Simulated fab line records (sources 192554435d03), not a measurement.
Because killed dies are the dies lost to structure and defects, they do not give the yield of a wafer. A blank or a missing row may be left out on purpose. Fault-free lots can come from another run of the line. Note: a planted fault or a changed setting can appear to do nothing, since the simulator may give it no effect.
What tool caused it?    flow n5_finfet    24 lots with 72 wafers sampled at 5 steps, on a route of 1938 steps

WHAT EACH GAUGE READ, for each wafer
N5_BEOL_M3_RS_MEAS_58: the measuring method here is four-point-probe.
lot   measured      on             M3_RS (ohm/sq)
L074  day 7 03:49   film_metro-01  0.67 0.67 0.67
L076  day 7 11:34   film_metro-02  0.67 0.70 0.62
L075  day 7 21:44   film_metro-02  0.64 0.62 0.67
L077  day 8 03:46   film_metro-01  0.65 0.63 0.65
L078  day 8 23:15   film_metro-02  0.66 0.70 0.63
L079  day 8 23:38   film_metro-02  0.68 0.65 0.64
L080  day 9 05:56   film_metro-01  0.73 0.75 0.71
L083  day 9 17:59   film_metro-02  0.68 0.67 0.65
L081  day 9 23:03   film_metro-01  0.67 0.62 0.63
L082  day 10 00:53  film_metro-01  0.66 0.62 0.62
L084  day 10 11:46  film_metro-02  0.64 0.66 0.63
L085  day 10 14:08  film_metro-02  0.68 0.68 0.70
L086  day 10 23:53  film_metro-02  0.64 0.65 0.68
L089  day 11 10:33  film_metro-01  0.63 0.63 0.61
L087  day 11 12:13  film_metro-01  0.67 0.62 0.64
L088  day 11 18:28  film_metro-01  0.70 0.64 0.65
L090  day 11 21:45  film_metro-01  0.64 0.69 0.66
L092  day 12 00:56  film_metro-01  0.67 0.64 0.65
L091  day 12 01:22  film_metro-02  0.67 0.68 0.62
L093  day 12 07:42  film_metro-01  0.65 0.67 0.66
L094  day 12 16:54  film_metro-01  0.65 0.68 0.70
L095  day 13 01:17  film_metro-01  0.71 0.73 0.69
L097  day 13 19:17  film_metro-01  0.65 0.66 0.64
L096  day 13 23:30  film_metro-01  0.70 0.69 0.62

N5_BEOL_M4_OVL_MEAS_12.
lot   measured      on          M4_OVL (nm)
L074  day 7 05:06   overlay-01  0.7 0.3 0.0
L076  day 7 13:01   overlay-02  0.2 1.4 1.1
L075  day 7 23:55   overlay-02  0.7 0.2 0.6
L077  day 8 05:02   overlay-02  0.2 -0.2 0.2
L078  day 9 00:31   overlay-02  -0.2 0.3 -1.1
L079  day 9 00:47   overlay-02  -1.1 -1.0 -0.6
L080  day 9 07:43   overlay-01  0.0 -0.7 0.0
L083  day 9 20:04   overlay-01  -0.3 0.8 0.0
L081  day 10 00:33  overlay-02  0.2 0.8 0.6
L082  day 10 02:50  overlay-01  0.5 -0.2 -0.3
L084  day 10 13:18  overlay-02  0.7 -0.9 0.0
L085  day 10 16:46  overlay-02  1.4 0.5 1.3
L086  day 11 02:15  overlay-02  1.7 2.3 0.6
L089  day 11 13:11  overlay-02  0.3 -0.4 0.3
L087  day 11 13:41  overlay-02  -1.3 -0.3 -0.9
L088  day 11 21:16  overlay-01  -0.4 1.0 0.2
L090  day 11 22:42  overlay-02  -0.7 -0.2 -0.1
L092  day 12 03:50  overlay-02  -1.0 -1.4 -1.4
L091  day 12 04:00  overlay-02  0.0 -0.3 -0.5
L093  day 12 09:29  overlay-01  0.1 -0.2 -0.1
L094  day 12 17:59  overlay-02  0.8 -0.2 0.2
L095  day 13 01:59  overlay-02  -0.3 -0.5 -0.9
L097  day 13 19:59  overlay-02  0.0 1.6 0.8
L096  day 14 02:12  overlay-01  0.0 0.9 0.1

N5_BEOL_M4_OVL_MEAS_29.
lot   measured      on          V3_OVL (nm)
L074  day 7 05:58   overlay-01  0.2 -1.0 -0.5
L076  day 7 14:02   overlay-02  0.5 0.9 1.2
L075  day 8 01:01   overlay-01  0.4 0.9 0.4
L077  day 8 05:58   overlay-01  -0.9 0.8 0.4
L078  day 9 01:23   overlay-02  1.7 2.7 1.8
L079  day 9 01:47   overlay-01  2.0 1.8 1.5
L080  day 9 08:44   overlay-01  1.1 0.8 1.0
L083  day 9 20:57   overlay-02  -0.4 1.5 -0.3
L081  day 10 01:39  overlay-01  0.6 0.1 -1.1
L082  day 10 03:44  overlay-01  1.5 0.5 0.6
L084  day 10 14:19  overlay-02  1.5 0.8 2.0
L085  day 10 17:45  overlay-02  0.1 -0.6 0.3
L086  day 11 03:20  overlay-02  -0.6 -0.4 -0.7
L089  day 11 15:11  overlay-02  0.8 0.5 0.9
L087  day 11 15:48  overlay-01  1.1 1.0 0.4
L088  day 11 22:11  overlay-02  -0.2 0.4 -0.1
L090  day 11 23:34  overlay-02  0.0 -0.2 0.3
L092  day 12 04:52  overlay-02  2.1 0.3 0.8
L091  day 12 04:55  overlay-01  1.1 1.2 0.5
L093  day 12 10:22  overlay-02  -0.8 -1.1 -0.1
L094  day 12 18:52  overlay-02  1.2 0.4 0.9
L095  day 13 03:09  overlay-02  0.7 0.6 0.8
L097  day 13 20:59  overlay-02  0.7 0.0 1.0
L096  day 14 03:47  overlay-01  0.4 0.7 1.0

TOOL THAT RAN EACH LOT (tool first, then ch and the chambers of the sampled wafers, then the start)
lot   N5_BEOL_M3_ANNEAL_95          N5_BEOL_M4_ILD_DEP_00
L074  pvd_sputter-02, day 7 01:47   pecvd-02 ch 0,2, day 7 03:53
L076  pvd_sputter-03, day 7 10:23   pecvd-02 ch 0,2, day 7 11:38
L075  pvd_sputter-01, day 7 20:02   pecvd-02 ch 0,1,2, day 7 21:49
L077  pvd_sputter-03, day 8 02:34   pecvd-02 ch 0,1,2, day 8 03:50
L078  pvd_sputter-03, day 8 22:04   pecvd-04 ch 0,1,2, day 8 23:19
L079  pvd_sputter-02, day 8 22:27   pecvd-02 ch 0,1, day 8 23:42
L080  pvd_sputter-02, day 9 04:45   pecvd-01 ch 0,1,2, day 9 06:00
L083  pvd_sputter-01, day 9 16:34   pecvd-02 ch 0,1, day 9 18:02
L081  pvd_sputter-02, day 9 21:51   pecvd-02 ch 0,1, day 9 23:08
L082  pvd_sputter-02, day 9 23:41   pecvd-04 ch 0,1, day 10 00:56
L084  pvd_sputter-02, day 10 10:34  pecvd-02 ch 0,1, day 10 11:49
L085  pvd_sputter-03, day 10 12:55  pecvd-02 ch 0,1, day 10 14:12
L086  pvd_sputter-03, day 10 22:34  pecvd-04 ch 0,1,2, day 10 23:58
L089  pvd_sputter-03, day 11 08:53  pecvd-01 ch 0,1,2, day 11 10:37
L087  pvd_sputter-02, day 11 10:43  pecvd-02 ch 0,1, day 11 12:16
L088  pvd_sputter-03, day 11 16:49  pecvd-04 ch 1,2, day 11 18:32
L090  pvd_sputter-02, day 11 20:34  pecvd-02 ch 1,2, day 11 21:49
L092  pvd_sputter-01, day 11 23:44  pecvd-02 ch 0,2, day 12 01:00
L091  pvd_sputter-03, day 12 00:04  pecvd-01 ch 0,1, day 12 01:26
L093  pvd_sputter-03, day 12 06:31  pecvd-04 ch 0,1, day 12 07:46
L094  pvd_sputter-02, day 12 15:43  pecvd-04 ch 0,1,2, day 12 16:58
L095  pvd_sputter-03, day 13 00:05  pecvd-02 ch 1,2, day 13 01:20
L097  pvd_sputter-01, day 13 18:06  pecvd-04 ch 0,1,2, day 13 19:21
L096  pvd_sputter-03, day 13 22:10  pecvd-01 ch 0,1,2, day 13 23:35
- N5_BEOL_M3_ANNEAL_95: time 240 s.
- N5_BEOL_M4_ILD_DEP_00: deposits SiOC from DEMS/O2, target thk 79 nm, time 15.3 s.

AS READ BY THE TOOLS THEMSELVES (means over the sampled wafers that have a number; for cases with no such wafer, the mark the record gives instead)
N5_BEOL_M3_ANNEAL_95.
lot   tool            heater_power_w (W)
L074  pvd_sputter-02  859
L076  pvd_sputter-03  879
L075  pvd_sputter-01  769
L077  pvd_sputter-03  839
L078  pvd_sputter-03  843
L079  pvd_sputter-02  847
L080  pvd_sputter-02  862
L083  pvd_sputter-01  850
L081  pvd_sputter-02  865
L082  pvd_sputter-02  872
L084  pvd_sputter-02  777
L085  pvd_sputter-03  817
L086  pvd_sputter-03  839
L089  pvd_sputter-03  846
L087  pvd_sputter-02  774
L088  pvd_sputter-03  818
L090  pvd_sputter-02  773
L092  pvd_sputter-01  837
L091  pvd_sputter-03  814
L093  pvd_sputter-03  792
L094  pvd_sputter-02  779
L095  pvd_sputter-03  840
L097  pvd_sputter-01  786
L096  pvd_sputter-03  851

N5_BEOL_M4_ILD_DEP_00.
lot   tool      heater_power_w (W)  rf_fwd_power_W (W)  showerhead_plenum_p_Torr (Torr)  throttle_valve_pct (%)
L074  pecvd-02  348                 497.4               5.697                            11.5
L076  pecvd-02  355                 497.5               5.687                            11.7
L075  pecvd-02  411                 493.0               5.691                            12.0
L077  pecvd-02  399                 495.3               5.693                            12.0
L078  pecvd-04  470                 492.6               5.707                            12.1
L079  pecvd-02  427                 492.3               5.698                            12.2
L080  pecvd-01  406                 493.5               5.682                            11.8
L083  pecvd-02  446                 492.1               5.690                            12.1
L081  pecvd-02  449                 493.6               5.696                            12.1
L082  pecvd-04  423                 493.4               5.692                            12.2
L084  pecvd-02  475                 494.2               5.696                            12.0
L085  pecvd-02  437                 492.0               5.697                            12.2
L086  pecvd-04  503                 494.2               5.701                            12.1
L089  pecvd-01  380                 493.6               5.686                            11.7
L087  pecvd-02  397                 490.4               5.695                            12.2
L088  pecvd-04  485                 494.2               5.705                            12.1
L090  pecvd-02  369                 493.3               5.659                            11.9
L092  pecvd-02  416                 495.7               5.686                            11.5
L091  pecvd-01  433                 492.6               5.688                            12.0
L093  pecvd-04  501                 494.2               5.703                            12.0
L094  pecvd-04  455                 493.5               5.700                            12.3
L095  pecvd-02  389                 493.0               5.673                            11.9
L097  pecvd-04  505                 495.4               5.700                            12.1
L096  pecvd-01  414                 492.2               5.680                            11.9

THE ANSWER, worked out from the rows above alone
Rule: usual is defined by the lots themselves. Put in order of their means at a reading, lots are off if they are a third of the lots or fewer, leave a main group of 4 or more, and stand apart from it by a gap of 3 or more times the standard deviation of the main group's means; of several such gaps the widest counts. Not used: any main group whose means are identical at the precision the tables above print for the reading. Also off: a lot with no number at a reading for which 4 or more lots have one. Any other lot the step has rows for is counted as sound. The gauges are gone through in route order, then the tools' own readings, and for those a lot's mean is taken as printed above. The first step at which some lot is off is used, and at that step the reading that is off furthest; a lot without a number counts as furthest.
No lot is off on any of the readings shown, so nothing can be concluded from this.

WHAT THE SIMULATOR HAD INSERTED
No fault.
